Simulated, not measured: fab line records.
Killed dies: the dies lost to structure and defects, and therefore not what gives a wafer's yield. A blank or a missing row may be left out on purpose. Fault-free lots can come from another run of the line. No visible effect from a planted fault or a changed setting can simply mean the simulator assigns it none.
A struck lot beside a sound one :: flow n5 finfet :: 16 out of 1938 route steps
Sound: these wafers, L175.2, L175.3, L175.6. Struck: wafers L162.1, L162.2, L162.4. Last of all comes the cause.
For every step that has rows: the tool of each side, followed by ch and its chambers, followed by its first start. Under that, the readings that differ: sound wafers :: struck wafers :: difference of the means :: sigmas: that difference in standard deviations of wafers without a fault.
alike: readings with means less than 2 such deviations apart, plus words and numbers identical on both sides. not compared: withheld readings, readings lacking a value on some wafer, bounds such as >300 that could conceal the same value, and numbers that have no deviation in the record and whose values overlap.
Wherever a step has rows on one side only, a row that says differs or no value, or a row with sigmas, the two part there. Non-overlapping numbers with no deviation appear without sigmas and do not part them. Lack of a reading on every wafer of one side parts them only where that side has two or more wafers.

first, 9 steps without rows for these wafers: N5_PMOS_HMC_CHANNEL_EPI_SOFTBAKE_04 (time 60 s); N5_PMOS_HMC_CHANNEL_EPI_EXPOSE_06 (exposes mask PMOS HMC BLK, target cd 240 nm); N5_PMOS_HMC_CHANNEL_EPI_PEB_07 (peb time 60 s); N5_PMOS_HMC_CHANNEL_EPI_DEVELOP_08 (develop time 30 s); N5_PMOS_HMC_CHANNEL_EPI_DESCUM_14 (chemistry O2, time 7.9 s); N5_PMOS_HMC_CHANNEL_EPI_ETCH_32 (etches BARC in N2/H2, stops on SiO2, target depth 85.8 nm, time 50.3 s); N5_PMOS_HMC_CHANNEL_EPI_HM_OPEN_15 (chemistry CHF3/O2, target SiO2, target depth 40.6 nm, time 20.3 s); N5_PMOS_HMC_CHANNEL_EPI_STRIP_33 (strips in N2/H2); N5_PMOS_HMC_CHANNEL_EPI_STRIP_17 (strips in SPM, time 750 s).
N5_PMOS_HMC_CHANNEL_EPI_ETCH_38: etches SiO2 in CF4, target depth 1.5 nm.
  sound on rie si-05 ch 0,2, day 7 11:34; struck on rie si-01 ch 0,1,3, day 4 06:02
  no value came back on the struck wafers for any of 6 readings (bias w (W), cf4 flow sccm (sccm) and others); on the sound wafers bias w (W) reads 402.4 400.4 401.2
reading: model.SiO2_of_PMOS_HMC_CHANNEL_EPI_HM_DEP_34.thk nm (nm)
sound: 34.3 34.47 35.06
struck: 36.43 35.6 36.22
difference: +1.47
sigmas: 
  not compared: rf hours counter h
then, 2 steps without rows for these wafers: N5_PMOS_HMC_CHANNEL_EPI_FIN_RECESS_16 (chemistry HBr/Cl2, target Si, target depth 54 nm, time 18 s); N5_PMOS_HMC_CHANNEL_EPI_PRECLEAN_36 (cleans in O3/DIW, time 45 s).
N5_PMOS_HMC_CHANNEL_EPI_PRECLEAN_18: cleans in DHF, time 30 s.
  sound on wet bench-04 ch 0,1,5, day 7 11:41; struck on wet bench-06 ch 1,5,6, day 4 06:10
reading: model.SiO2_of_PMOS_HMC_CHANNEL_EPI_HM_DEP_34.thk nm (nm)
sound: 24.64 24.81 25.36
struck: 26.66 25.83 26.41
difference: +1.36
sigmas: 
then, 1 step without rows for these wafers: N5_PMOS_HMC_CHANNEL_EPI_SRD_19 (time 30 s).
-- a jump in the record: the struck wafers' starts before and after are 6 days apart (it breaks off in module PMOS_HMC_CHANNEL_EPI and resumes in module BEOL_M4, where the first step shown is number 1111 of the route) --
N5_BEOL_M4_RC_MEAS_101:
  sound on prober-02 ch 0, day 13 18:43; struck on prober-02 ch 0, day 9 22:49
reading: DIBL_P (mV/V)
sound: 37.7 40.5 40.0
struck: 35.4 36.1 34.9
difference: -3.9
sigmas: -3

reading: IOFF_N (nA/um)
sound: 0.165 0.204 0.204
struck: 0.141 0.148 0.130
difference: -0.051
sigmas: -2
  alike: DIBL_N, IOFF_P, ION_N, ION_P, SS_N, SS_P, VT_N, VT_P
-- here the record skips 4 days between the struck wafers' starts before and after, leaving off in module BEOL_M4 and picking up in module PASSIVATION (first step shown: number 1936 of the route) --
N5_PASSIVATION_PROBE_49:
  struck on prober-02, day 14 06:31; sound on prober-01, day 17 19:47
reading: killed_at_M4_up
sound: 14 9 8
struck: 25 18 16
difference: +9
sigmas: +2
  alike: defect limited yield, killed_at_M0_to_M3, killed at contacts, killed at front end, killed at other, killed dies, killed on rim, killed open, killed short, sort_bin_5_function, sort_bin_6_memory, sort n pass, sort yield pct

== WHERE THEY PART ==
Earliest at N5_PMOS_HMC_CHANNEL_EPI_ETCH_38; latest, in this record, at N5_PASSIVATION_PROBE_49.

WHY: what had been put in by the simulator
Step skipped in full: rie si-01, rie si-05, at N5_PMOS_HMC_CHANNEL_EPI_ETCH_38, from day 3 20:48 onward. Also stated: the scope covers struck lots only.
